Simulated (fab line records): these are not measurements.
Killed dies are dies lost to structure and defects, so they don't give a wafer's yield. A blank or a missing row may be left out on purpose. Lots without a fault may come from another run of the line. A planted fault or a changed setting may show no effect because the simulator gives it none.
Lot-split experiment    flow n5 finfet    7 lots, 39 wafers read, on a route of 1938 steps

== ABOUT THE SPLIT ==
At N5_HKMG_FIN_ALD_75 (deposits Al2O3, target thk 1 nm, co reactant pulse time 1 s), the setting target thk a was moved away from the recipe's 10 angstrom on 15 of the 39 wafers read, by -42.5% to +39.0%. All remaining wafers had this setting at the recipe value.

== FROM THE SPLIT TO THE READING: what the file shows between them, 4 steps ==
- N5_HKMG_FIN_COAT_41: time 60 s, resist thk 300 nm
- N5_HKMG_FIN_COAT_42: time 60 s, resist thk 35 nm
- N5_HKMG_FIN_WET_ETCH_76: etches Al2O3 in dNH4OH, stops on La2O3, target depth 2.25 nm, rinse time 30 s
- N5_HKMG_FIN_STRIP_60: strips in N2/H2, time 360 s

== THE READING ==
Al2O3_of_HKMG_FIN_ALD_75.thk nm (the simulator's own value, which no gauge read), in nm, at N5_HKMG_FIN_WET_ETCH_77 (etches La2O3 in dHCl, stops on HfO2, target depth 2 nm). The file does not state a usual value for it.

wafer   tool, chamber at the split  target thk a as run, angstrom  against the recipe  Al2O3_of_HKMG_FIN_ALD_75.thk nm, nm  against lot-mates on the recipe
L077.1  ald hk-03, 2,0,1,3,3,2      10                             recipe              1                                    -
L077.2  ald hk-03, 2,0,1,3,3,2      10                             recipe              1                                    -
L077.3  ald hk-03, 2,0,1,3,3,2      10                             recipe              1                                    -
L077.4  ald hk-03, 2,0,1,3,3,2      10                             recipe              1                                    -
L077.5  ald hk-03, 2,0,1,3,3,2      10                             recipe              1                                    -
L077.6  ald hk-03, 2,0,1,3,3,2      10                             recipe              1                                    -
L084.1  ald hk-03, 2,1,0            10                             recipe              1                                    -
L084.4  ald hk-03, 2,1,0            10                             recipe              1                                    -
L084.6  ald hk-03, 2,1,0            10                             recipe              1                                    -
L084.2  ald hk-03, 0,3,1            5.749                          -42.5%              0.6                                  -0.4
L084.3  ald hk-03, 0,3,1            5.749                          -42.5%              0.6                                  -0.4
L084.5  ald hk-03, 0,3,1            5.749                          -42.5%              0.6                                  -0.4
L085.1  ald hk-01, 3,2,2            8.078                          -19.2%              0.8                                  -0.2
L085.4  ald hk-01, 3,2,2            8.078                          -19.2%              0.8                                  -0.2
L085.5  ald hk-01, 3,2,2            8.078                          -19.2%              0.8                                  -0.2
L085.2  ald hk-01, 0,1,3            10                             recipe              1                                    -
L085.3  ald hk-01, 0,1,3            10                             recipe              1                                    -
L085.6  ald hk-01, 0,1,3            10                             recipe              1                                    -
L088.1  ald hk-03, 2,0,3            10                             recipe              1                                    -
L088.4  ald hk-03, 2,0,3            10                             recipe              1                                    -
L088.6  ald hk-03, 2,0,3            10                             recipe              1                                    -
L088.2  ald hk-03, 3,1,0            13.9                           +39.0%              1.4                                  +0.4
L088.3  ald hk-03, 3,1,0            13.9                           +39.0%              1.4                                  +0.4
L088.5  ald hk-03, 3,1,0            13.9                           +39.0%              1.4                                  +0.4
L091.1  ald hk-01, 2,0,1            10                             recipe              1                                    -
L091.5  ald hk-01, 2,0,1            10                             recipe              1                                    -
L091.6  ald hk-01, 2,0,1            10                             recipe              1                                    -
L092.1  ald hk-01, 0,1,2            10                             recipe              1                                    -
L092.4  ald hk-01, 0,1,2            10                             recipe              1                                    -
L092.6  ald hk-01, 0,1,2            10                             recipe              1                                    -
L092.2  ald hk-01, 2,3,3            13.22                          +32.2%              1.4                                  +0.4
L092.5  ald hk-01, 2,3,3            13.22                          +32.2%              1.4                                  +0.4
L092.3  ald hk-01, 2,3,3            13.22                          +32.2%              1.2                                  +0.2
L093.1  ald hk-01, 0,1,3            13.14                          +31.4%              1.2                                  +0.2
L093.5  ald hk-01, 0,1,3            13.14                          +31.4%              1.2                                  +0.2
L093.2  ald hk-01, 3,2,2            10                             recipe              1                                    -
L093.3  ald hk-01, 3,2,2            10                             recipe              1                                    -
L093.6  ald hk-01, 3,2,2            10                             recipe              1                                    -
L093.4  ald hk-01, 0,1,3            13.14                          +31.4%              1.4                                  +0.4
Rows listing several chambers each stand for several wafers; the file does not say which wafer went through which chamber.

THE FIT
A straight line over all 39 wafers: Al2O3_of_HKMG_FIN_ALD_75.thk nm changes by +0.00971 nm for each +1% of target thk a; r = +0.98; the points scatter about the line by 0.041 nm.
The same after taking each lot's own level away (the mean of its wafers on the recipe; 39 wafers): +0.00971 nm for each +1%; r = +0.98; scatter 0.041 nm.
That fit puts the effect of the largest move of target thk a on the reading at 0.41 nm.
The lots' own levels span 1.00 to 1.00 nm.
Consequently the slope shifts little with the lot-to-lot level, the two slopes agreeing.
Check: -0.415 nm against its lot-mates is what the line predicts for one of the wafers moved furthest among these (-42.5%) when that wafer is left out of the fit. It came out at -0.4 nm against them.

== OTHER SPLITS APPLIED TO THESE WAFERS ==
Before the reading, these wafers also passed through other splits. Each is held against what the fit with the lots' levels taken away leaves over:
other split on the same wafers        wafers away from the commonest value  r with Al2O3_of_HKMG_FIN_ALD_75.thk nm (lot level and that fit taken away)
N5_FIN_CUT_CUT_ETCH_15 time s         15                                    +0.05
N5_SD_EPI_N_EPI_21 epi growth time s  15                                    +0.00

== THE WHOLE CHAIN: every reading that the file lists as answering this split, in the file's order ==
step                     what it does                                                 reading                                                                           change (the file's fit)                  r (the file's)
N5_HKMG_FIN_ALD_75       deposits Al2O3, target thk 1 nm, co reactant pulse time 1 s  Al2O3_of_HKMG_FIN_ALD_75.thk nm (the simulator's own value, which no gauge read)  +0.0108 nm for each +1% of the setting   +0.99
N5_HKMG_FIN_WET_ETCH_77  etches La2O3 in dHCl, stops on HfO2, target depth 2 nm       Al2O3_of_HKMG_FIN_ALD_75.thk nm (the simulator's own value, which no gauge read)  +0.00971 nm for each +1% of the setting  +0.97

== FILE'S OWN FIT ==
Al2O3_of_HKMG_FIN_ALD_75.thk nm changes by +0.00971 nm for each +1% of target thk a, r = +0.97.
